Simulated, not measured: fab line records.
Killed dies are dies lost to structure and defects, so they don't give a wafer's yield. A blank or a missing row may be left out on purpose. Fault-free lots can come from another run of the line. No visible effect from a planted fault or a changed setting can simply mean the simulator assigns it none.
A struck lot beside a sound one -- flow n5-finfet -- 36 steps out of a route of 1938
Sound: wafers L935.1, L935.5, L935.6. Wafers struck: L941.1, L941.2, L941.4. Last of all comes the cause.
Order at every step that has rows: each side's tool, ch and its chambers, its first start. Under that, the readings that differ: sound wafers -- struck wafers -- difference of the means -- sigmas: that difference in standard deviations of wafers without a fault.
alike: readings with means less than 2 such deviations apart, plus words and numbers identical on both sides. not compared: withheld readings, readings lacking a value on some wafer, bounds such as >300 that could conceal the same value, and numbers that have no deviation in the record and whose values overlap.
Wherever a step has rows on one side only, a row that says differs or no value, or a row with sigmas, the two part there. Non-overlapping numbers with no deviation appear without sigmas and do not part them. A reading missing from all wafers of one side parts the sides only when that side holds two or more wafers.

first, 9 steps without rows for these wafers: N5_STI_FIN_REVEAL_PRECLEAN_18 (cleans in SC2, time 45 s); N5_STI_FIN_REVEAL_SRD_28 (time 30 s); N5_DUMMY_GATE_PRECLEAN_00 (cleans in O3/DIW, time 60 s); N5_DUMMY_GATE_SRD_01 (time 30 s); N5_DUMMY_GATE_ALD_02 (deposits SiO2, target thk 2 nm, pulse time 1 s); N5_DUMMY_GATE_CVD_03 (deposits a-Si from SiH4, target thk 150 nm, time 8042 s); N5_DUMMY_GATE_PRECLEAN_46 (cleans in DIW, time 89.5 s); N5_DUMMY_GATE_SRD_47 (dry time 32 s); N5_DUMMY_GATE_CMP_04 (polishes a-Si).
N5_DUMMY_GATE_HM_DEP_06: deposits SiNx from DCS/NH3, target thk 80 nm, time 5141 s.
  sound on lpcvd-01 ch 1/15,1/34,1/39, day 3 12:29; struck on lpcvd-01 ch 0/65,0/70,0/79, day 5 01:11
reading,sound,struck,difference,sigmas
spike-tc-lower-C (C),701.8 701.8 701.8,700.6 700.6 700.6,-1.2,-2
model.SiNx_of_DUMMY_GATE_HM_DEP_06.thk-nm (nm),79.8 79 78.8,135.8 135.4 135.6,+56.4,
  alike: spike-tc-top-C
then, 24 steps without rows for these wafers: N5_DUMMY_GATE_PECVD_30 (deposits SiO2 from TEOS/O2, target thk 55 nm, time 10.8 s); N5_DUMMY_GATE_COAT_34 (time 60 s, resist thk 60 nm); N5_DUMMY_GATE_COAT_35 (time 60 s, resist thk 10 nm); N5_DUMMY_GATE_COAT_28 (time 60 s, resist thk 10 nm); N5_DUMMY_GATE_COAT_09 (resist thk 30 nm); N5_DUMMY_GATE_EBR_11; N5_DUMMY_GATE_SOFTBAKE_10 (time 60 s); N5_DUMMY_GATE_EXPOSE_12 (exposes mask GATE, target cd 25 nm); N5_DUMMY_GATE_PEB_13 (peb time 60 s); N5_DUMMY_GATE_DEVELOP_14 (develop time 30 s); N5_DUMMY_GATE_DESCUM_20 (chemistry O2, time 6.2 s); N5_DUMMY_GATE_ETCH_29 (etches underlayer in N2/H2, target depth 13 nm); N5_DUMMY_GATE_ETCH_36 (etches SiARC in CF4, target depth 13 nm); N5_DUMMY_GATE_ETCH_37 (etches SOC in N2/H2, target depth 60 nm, overetch 30 nm); N5_DUMMY_GATE_STRIP_38 (strips in N2/H2); N5_DUMMY_GATE_STRIP_39 (strips in N2/H2); N5_DUMMY_GATE_TRIM_49 (chemistry O2, time 29 s, target cd 14 nm); N5_DUMMY_GATE_STRIP_40 (strips in CF4); N5_DUMMY_GATE_ETCH_31 (etches SiO2 in C4F6/O2, target depth 82.5 nm, time 27.5 s); N5_DUMMY_GATE_STRIP_41 (strips in O2); N5_DUMMY_GATE_HM_OPEN_21 (chemistry CH3F/O2, target SiNx, target depth 120 nm, time 171.4 s); N5_DUMMY_GATE_ETCH_32 (etches SiO2 in CF4, target depth 3.5 nm, time 3.9 s); N5_DUMMY_GATE_ETCH_23 (etches poly-Si in HBr/Cl2/O2, target depth 41 nm, time 22.3 s); N5_DUMMY_GATE_ETCH_44 (etches poly-Si in HBr/O2, stops on SiO2, target depth 127.5 nm).
N5_ILD0_CMP_03: polishes, stops on SiNx, t overpolish 1.9 s, target thk 197.38 nm.
  sound on cmp-03 ch 1,2, day 4 07:48; struck on cmp-02 ch 0,2,3, day 5 19:39
reading,sound,struck,difference,sigmas
model.SiNx_of_DUMMY_GATE_HM_DEP_06.thk-nm (nm),76.8 76 75.8,132.6 132.4 132.4,+56.3,
  alike: motor-current-A, overpolish-run-s, retaining-ring-pressure-frac, time-to-endpoint-s
  not compared: pad-life-wafers
-- the record jumps here: 4 days lie between the struck wafers' starts before and after (it left off in module ILD0 and takes up again in module BEOL_M4, whose first step shown is number 1111 of the route) --
N5_BEOL_M4_RC_MEAS_101:
  sound on prober-02 ch 0, day 8 06:16; struck on prober-02 ch 0, day 10 06:02
  alike: DIBL_N, DIBL_P, IOFF_N, IOFF_P, ION_N, ION_P, SS_N, SS_P, VT_N, VT_P

== WHERE THEY PART ==
N5_DUMMY_GATE_HM_DEP_06 only, going by this record. Later steps at which nothing parts them and some readings are alike: N5_ILD0_CMP_03, N5_BEOL_M4_RC_MEAS_101.

WHY: whatever the simulator had introduced
Process parameter drift: lpcvd-01, from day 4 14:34 on, at N5_DUMMY_GATE_HM_DEP_06. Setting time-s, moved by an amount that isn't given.
